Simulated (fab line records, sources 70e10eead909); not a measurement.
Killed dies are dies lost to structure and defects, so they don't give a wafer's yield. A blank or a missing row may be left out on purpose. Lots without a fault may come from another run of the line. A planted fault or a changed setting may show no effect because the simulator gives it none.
fab line records | flow nand_harc
record lots=6 wafers=18 last_day=24
route steps=1159 shown P_M0@266
lots that met no fault: from a run of the same line without faults
start_h: hours from the record's first day to the start of the lot's first wafer shown | wait_h: hours since the lot's step before | " the same as in the row above | L1.1+2: a row that stands for several wafers | - no value, or no start given | * or withheld: withheld | < > ~ a bound
route shown NAME@n: a module of which the file shows steps, and the number in the route of the first | usual: mean/standard deviation of fault-free wafers | same: alike in all rows | chamber/n: place in a boat | sites: the reading at each site | _std_site: their standard deviation | _edge_site: outer sites' mean less inner sites' | radius_mm: how far each site lies from the wafer's centre | mask NAME#n: copy n | behind: the tool/chamber that last shaped the wafer | hold: why the lot was held/for how many hours/how that ended | device: the transistor (n, p or np) that didn't switch | end of line: the same wafers' tests at the end of the route | a step without rows: its recipe alone | killed: dies lost to structure and defects at the first sort, not the wafer's yield | map: a wafer's dies, x killed, . not, _ none there
set.NAME: the setting as run; set.NAME@STEP: as run at that earlier step | model.NAME: the simulator's own value behind a step, which no gauge read
lots at some steps of the route; a table a step, a row a wafer
services: from which hour (start_h, from the record's first day; less than 0 if before it) a tool's chamber was out of use, for how many hours, and why
## steps
# step NHARC_P_M0_DESCUM_14
# recipe time_s=3 o2_flow_sccm=200 ar_flow_sccm=0 bias_power_w=0 chemistry=O2
# step NHARC_P_M0_ETCH_34
# recipe target_depth_a=400 overetch_a=120 time_s=43.94 ion_energy_ev=200 n2_flow_sccm=150 h2_flow_sccm=150 ar_flow_sccm=0 rf_w=400 bias_w=150 chemistry=N2/H2
# usual bias_w=150.1/0.49 drypump_motor_current_A=5.71/0.25 mfc_ar_sccm=0.010/0.013 oes_product_au=1.001/0.0098 rf_vpp_V=430.2/2.8 showerhead_plenum_p_Torr=2.04/0.098 throttle_valve_pct=14.171/0.0095
# columns lot.wafer tool chamber start_h wait_h bias_w drypump_motor_current_A mfc_ar_sccm oes_product_au rf_hours_counter_h rf_vpp_V showerhead_plenum_p_Torr throttle_valve_pct
L782.2 rie_diel-06 2 154.06 0.1 150.0 5.75 0.042 1.010 5.7 432.2 2.13 14.172
L782.1 " 3 " " 150.0 5.89 0.027 1.013 5.2 429.6 1.96 14.176
L782.4 " 0 " " 149.6 5.21 0 1.009 5.2 428.5 1.95 14.173
L785.4 rie_diel-09 3 170.23 0.1 150.6 5.66 0.015 0.986 6.7 427.6 1.97 14.179
L785.3 " 2 " " 150.2 5.76 0.009 0.982 4.1 426.3 1.93 14.177
L785.6 " 0 " " 150.7 5.24 0 0.984 - 433.7 2.16 14.173
L783.1 rie_diel-09 2 171.22 0.1 150.1 5.79 0.009 0.994 4.2 428.1 1.93 14.173
L783.3 " 0 " " 150.9 5.21 0 1.008 6.0 433.2 2.16 14.174
L783.5 " 2 " " 150.1 5.77 0.009 1.001 - 429.2 1.93 14.155
L794.1 rie_diel-02 0 220.21 0.1 150.1 5.90 0 1.001 4.4 427.1 1.94 14.153
L794.5 " 3 " " 149.1 5.90 0.003 0.999 - 430.7 2.09 14.167
L794.6 " 0 " " 148.9 5.92 0 1.004 - 428.0 1.94 14.162
L796.2 rie_diel-06 0 240.10 0.1 150.2 5.23 0 1.005 10.9 427.3 1.94 14.156
L796.6 " 1 " " 149.8 5.60 0.008 1.008 - 428.1 1.95 14.164
L796.5 " 2 " " 149.4 5.70 0.042 1.012 - 432.4 2.13 14.175
L797.2 rie_diel-02 0 240.24 0.1 149.3 5.92 0 1.003 5.8 427.6 1.94 14.173
L797.6 " 3 " " 150.0 5.87 0.003 0.997 - 431.5 2.09 14.160
L797.5 " 0 " " 149.3 5.92 0 0.990 - 429.0 1.94 14.173
# step NHARC_P_M0_ETCH_15
# recipe target_depth_a=1500 overetch_a=150 time_s=82.5 c4f8_flow_sccm=withheld ar_flow_sccm=400 rf_w=600 bias_w=300 chemistry=C4F8/Ar
# usual bias_w=300.0/0.89 oes_product_au=0.961/0.022 rf_vpp_V=440.6/2.9
# columns lot.wafer tool chamber start_h wait_h bias_w oes_product_au rf_hours_counter_h rf_vpp_V
L782.2 rie_diel-06 0 - - 299.3 0.960 5.3 438.3
L782.4 " 2 " " 299.9 0.980 5.7 443.3
L782.1 " 3 " " 301.3 0.979 5.3 439.8
L785.4 rie_diel-09 2 - - 301.4 0.958 4.2 438.9
L785.3 " 3 " " 300.1 0.965 6.7 438.4
L785.6 " 0 " " 299.2 0.952 - 444.8
L783.3 rie_diel-09 2 - - 299.7 0.944 4.3 438.5
L783.1 " 3 " " 301.2 0.947 6.8 439.0
L783.5 " 0 " " 299.2 0.971 - 445.9
L794.1 rie_diel-02 1 - - 302.0 0.988 4.0 442.6
L794.6 " 1 " " 300.0 0.994 - 443.3
L794.5 " 2 " " 298.7 0.993 - 437.8
L796.2 rie_diel-06 0 - - 299.6 0.932 10.9 437.2
L796.5 " 1 " " 300.3 0.941 - 437.3
L796.6 " 2 " " 301.0 0.929 - 443.8
L797.2 rie_diel-02 0 - - 300.9 0.956 5.9 439.4
L797.5 " 3 " " 300.3 0.986 - 443.3
L797.6 " 0 " " 300.5 0.965 - 437.3
# step NHARC_P_M0_CD_MEAS_16
# usual cd_nm=90.3/0.6
# columns lot.wafer tool chamber start_h wait_h cd_nm
L782.1 cd_sem-02 - 154.28 - 90.3
L782.2 " - " " 90.0
L782.4 " - " " 90.4
L785.3 cd_sem-01 - 170.45 - 90.4
L785.4 " - " " 90.3
L785.6 " - " " 90.3
L783.1 cd_sem-02 - 171.42 - 90.2
L783.3 " - " " 88.7
L783.5 " - " " 89.5
L794.1 cd_sem-03 - 220.43 - 90.0
L794.5 " - " " 89.9
L794.6 " - " " 89.9
L796.2 cd_sem-02 - 240.30 - 90.8
L796.5 " - " " 90.3
L796.6 " - " " 89.8
L797.2 cd_sem-03 - 240.46 - 89.7
L797.5 " - " " 89.8
L797.6 " - " " 89.3
# step NHARC_P_M0_STRIP_18
# recipe power_w=1000 n2_flow_sccm=150 h2_flow_sccm=150 ar_flow_sccm=0 bias_w=0 chemistry=N2/H2
# usual drypump_motor_current_A=5.75/0.25 mfc_ar_sccm=0.010/0.014 oes_product_au=1.002/0.0094 rf_vpp_V=90.6/0.93 showerhead_plenum_p_Torr=2.02/0.094 throttle_valve_pct=14.171/0.0092
# same bias_w=0
# columns lot.wafer tool chamber start_h wait_h drypump_motor_current_A mfc_ar_sccm oes_product_au rf_hours_counter_h rf_vpp_V showerhead_plenum_p_Torr throttle_valve_pct
L782.1 rie_diel-06 0 154.38 0.1 5.24 0 1.013 5 91.6 1.95 14.162
L782.4 " 1 " " 5.60 0.008 1.004 6 89.9 1.95 14.169
L782.2 " 2 " " 5.68 0.042 1.000 6 90.4 2.13 14.167
L785.4 rie_diel-09 1 170.52 0.1 5.69 0.014 0.985 7 92.4 2.17 14.159
L785.3 " 2 " " 5.77 0.009 0.999 4 89.6 1.93 14.184
L785.6 " 2 " " 5.79 0.009 0.997 - 89.7 1.93 14.178
L783.3 rie_diel-06 1 171.50 0.1 5.58 0.008 1.013 7 90.4 1.95 14.169
L783.1 " 3 " " 5.89 0.027 1.007 6 90.1 1.96 14.168
L783.5 " 1 " " 5.58 0.008 1.012 - 89.3 1.95 14.175
L794.1 rie_diel-09 3 220.51 0.1 5.66 0.015 0.987 9 90.7 1.97 14.181
L794.5 " 3 " " 5.65 0.015 0.981 - 88.7 1.97 14.176
L794.6 " 0 " " 5.23 0 1.013 - 91.5 2.16 14.171
L796.2 rie_diel-02 0 240.38 0.1 5.93 0 1.008 6 90.2 1.94 14.167
L796.5 " 0 " " 5.91 0 0.999 - 91.3 1.94 14.171
L796.6 " 1 " " 6.04 0 1.016 - 90.9 2.16 14.178
L797.2 rie_diel-06 3 240.53 0.1 5.93 0.027 1.011 11 89.1 1.96 14.156
L797.5 " 3 " " 5.90 0.027 1.008 - 89.8 1.96 14.167
L797.6 " 0 " " 5.19 0 1.001 - 90.3 1.94 14.170
# step NHARC_P_M0_STRIP_19
# recipe time_s=600 temp_c=30 chemistry=post_etch_residue_remover
# step NHARC_P_M0_DEGAS_28
# recipe temp_c=250 time_s=60
# step NHARC_P_M0_PRE_CLEAN_29
# recipe time_s=30 temp_c=280 gas=H2/He
# usual heater_power_w=401/27
# columns lot.wafer tool chamber start_h wait_h heater_power_w
L782.1 pvd_sputter-01 - - - 407
L782.2 " - " " 355
L782.4 " - " " 432
L785.4 pvd_sputter-03 - - - 423
L785.3 " - " " 364
L785.6 " - " " 404
L783.3 pvd_sputter-01 - - - 405
L783.1 " - " " 428
L783.5 " - " " 363
L794.1 pvd_sputter-03 - - - 408
L794.5 " - " " 410
L794.6 " - " " 409
L796.2 pvd_sputter-02 - - - 366
L796.6 " - " " 365
L796.5 " - " " 435
L797.2 pvd_sputter-01 - - - 374
L797.6 " - " " 360
L797.5 " - " " 408
# step NHARC_P_M0_PVD_20
# recipe target_thk_a=50 bias_v=168.6 power_w=15000 chamber_pressure_pa=0.12 time_s=8.06 substrate_temp_c=50 material=TaN
# usual throttle_valve_pct=30.3/1.2
# columns lot.wafer tool chamber start_h wait_h throttle_valve_pct
L782.2 pvd_sputter-01 - - - 30.4
L782.4 " - " " 31.8
L782.1 " - " " 27.5
L785.3 pvd_sputter-03 - - - 30.3
L785.4 " - " " 29.0
L785.6 " - " " 31.7
L783.1 pvd_sputter-01 - - - 31.8
L783.3 " - " " 29.9
L783.5 " - " " 31.8
L794.1 pvd_sputter-03 - - - 31.8
L794.5 " - " " 30.5
L794.6 " - " " 29.4
L796.2 pvd_sputter-02 - - - 31.1
L796.6 " - " " 30.9
L796.5 " - " " 31.0
L797.2 pvd_sputter-01 - - - 30.1
L797.6 " - " " 30.1
L797.5 " - " " 30.1
# step NHARC_P_M0_PVD_21
# recipe target_thk_a=300 chamber_pressure_pa=5 power_w=5000 substrate_temp_c=30 time_s=20.49 material=Cu
# step NHARC_P_M0_ECD_22
# recipe target_thk_a=4000 bath_temp_c=25 material=Cu
# step NHARC_P_M0_ANNEAL_30
# recipe temp_c=225 time_s=90
# step NHARC_P_M0_CMP_23
# recipe t_overpolish_s=20 target_thk_nm=117.53
# usual edge_zone_pressure_frac=1.000/0.0046 motor_current_A=12.1/1.1 time_to_endpoint_s=28.2/2.5
# columns lot.wafer tool chamber start_h wait_h edge_zone_pressure_frac motor_current_A time_to_endpoint_s
L782.1 cmp-04 3 155.98 - 1.003 10.9 32.3
L782.4 " 1 " " 1.004 11.7 30.1
L782.2 " 2 " " 0.996 11.4 29.3
L785.3 cmp-01 3 172.22 - - - -
L785.4 " 0 " " - - -
L785.6 " 3 " " - - -
L783.1 cmp-04 3 173.14 - - - -
L783.3 " 1 " " - - -
L783.5 " 3 " " - - -
L794.1 cmp-04 2 222.20 - 0.997 11.2 31.0
L794.5 " 0 " " 1.004 13.0 31.6
L794.6 " 1 " " 1.008 12.4 30.0
L796.2 cmp-04 2 242.07 - 1.001 11.3 27.2
L796.5 " 0 " " 1.007 13.4 28.7
L796.6 " 1 " " 1.004 11.6 27.5
L797.2 cmp-03 1 242.30 - 1.001 13.9 26.1
L797.5 " 3 " " 1.004 12.4 26.4
L797.6 " 0 " " 0.995 13.2 26.5
# step NHARC_P_M0_THK_MEAS_24
# recipe thk_meas_gauge=xrf
# usual thk_nm=117.4/1.4
# columns lot.wafer tool chamber start_h wait_h thk_nm
L782.1 film_metro-02 - 156.29 - 116.7
L782.2 " - " " 118.6
L782.4 " - " " 119.0
L785.3 film_metro-02 - 172.51 0.3 395.0
L785.4 " - " " 399.5
L785.6 " - " " 395.8
L783.1 film_metro-02 - 173.46 0.3 402.5
L783.3 " - " " 400.7
L783.5 " - " " 402.2
L794.1 film_metro-02 - 222.46 - 116.3
L794.5 " - " " 116.2
L794.6 " - " " 119.0
L796.2 film_metro-01 - 242.33 - 118.3
L796.5 " - " " 118.7
L796.6 " - " " 119.9
L797.2 film_metro-02 - 242.56 - 116.2
L797.5 " - " " 117.0
L797.6 " - " " 115.5
# step NHARC_P_M0_SRD_25
## services
# columns tool chamber start_h hours kind
rie_diel-02 - 138.99 0.2 repair
rie_diel-06 0 146.70 - clean
rie_diel-06 1 146.70 - clean
rie_diel-06 2 146.70 - clean
rie_diel-02 - 150.70 9.0 pm
cmp-03 - 156.00 4.0 pm
rie_diel-09 2 157.49 3.7 repair
pvd_sputter-01 - 158.00 10.0 pm
cmp-01 - 179.50 4.0 pm
rie_diel-09 - 185.47 8.0 repair
cmp-01 - 195.28 1.1 repair
rie_diel-06 2 198.20 4.0 repair
cmp-04 - 203.00 4.0 pm
cmp-03 - 209.84 4.3 repair
rie_diel-06 0 211.83 9.2 repair
rie_diel-06 3 213.21 4.4 repair
rie_diel-06 - 213.33 0.4 repair
pvd_sputter-02 - 214.00 10.0 pm
cmp-01 - 215.34 1.5 repair
cmp-03 - 216.24 0.3 repair
pvd_sputter-03 - 221.53 4.7 repair
cmp-04 - 234.70 0.9 repair
pvd_sputter-03 - 237.53 4.9 repair
rie_diel-06 - 241.20 9.0 pm
## key
first_sign step=NHARC_P_M0_CMP_23 reading=tool_record direction=missing
effect step=NHARC_P_M0_THK_MEAS_24 reading=thk_nm direction=up sigmas=99+ usual=117.4 struck=399.3
met_at NHARC_P_M0_CMP_23
struck_wafers L783.1,L783.3,L783.5,L785.3,L785.4,L785.6
later_rows_left_out L783.1,L783.3,L783.5,L785.3,L785.4,L785.6
sort_left_out L783.1,L783.3,L783.5,L785.3,L785.4,L785.6
onset_between 155.98 172.22
fault kind=skipped_step_whole tool=cmp-01,cmp-04 chamber=- onset_h=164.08 steps=NHARC_P_M0_CMP_23 scope=struck_lots_only
# sort_left_out: the simulated sort isn't trusted on such a fault, so these wafers' sort isn't shown, and their yield isn't known
# later_rows_left_out: the simulator's readings of these wafers behind a module that went badly wrong aren't trusted and aren't shown, but for the sort
